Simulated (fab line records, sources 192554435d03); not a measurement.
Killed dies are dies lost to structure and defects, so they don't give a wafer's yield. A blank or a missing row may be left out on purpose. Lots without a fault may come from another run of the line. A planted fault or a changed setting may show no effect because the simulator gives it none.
Chamber matching | flow n5_finfet | N5_PASSIVATION_PECVD_01 on pecvd-04: 3 sister chambers
The step deposits SiNx from SiH4/NH3/N2, target thk 200 nm, time 43.2 s. 6 wafers are shown with their chamber, then 7 later ones without.

WAFERS WITH THEIR CHAMBER
wafer  | chamber | throttle_valve_pct (%) | showerhead_plenum_p_Torr (Torr)
L595.4 | 0       | 31.6                   | 8.69
L600.4 | 1       | 29.2                   | 8.61
L603.1 | 1       | 29.5                   | 8.60
L603.4 | 2       | 28.2                   | 8.73
L602.2 | 2       | 28.4                   | 8.74
L602.4 | 0       | 31.9                   | 8.68

WAFERS WITHOUT THEIR CHAMBER
wafer  | throttle_valve_pct (%) | showerhead_plenum_p_Torr (Torr)
L602.6 | 29.1                   | 8.60
L607.1 | 28.6                   | 8.76
L607.4 | 28.7                   | 8.73
L607.5 | 28.6                   | 8.76
L612.2 | 28.5                   | 8.73
L612.3 | 32.0                   | 8.68
L612.4 | 32.0                   | 8.68

WHICH CHAMBER EACH WENT THROUGH
wafer  | from the rows above | in truth
L602.6 | 1                   | 1
L607.1 | 2                   | 2
L607.4 | 2                   | 2
L607.5 | 2                   | 2
L612.2 | 2                   | 2
L612.3 | 0                   | 0
L612.4 | 0                   | 0
Placed correctly: 7 of 7. Can't be placed from these rows: 0. Placed wrongly: 0.
How it was worked out, from the rows above alone: a wafer's distance from a chamber is the root of the sum, over the readings, of the square of ((its reading less the chamber's mean) divided by the reading's scatter). The wafer belongs to the nearest chamber; if the next one is less than 2 further off, it can't be placed. A chamber's mean is the mean of its shown wafers. The scatter: the root of (the sum of the squares of (reading less its chamber's mean) over the shown wafers, divided by (wafers less chambers)).
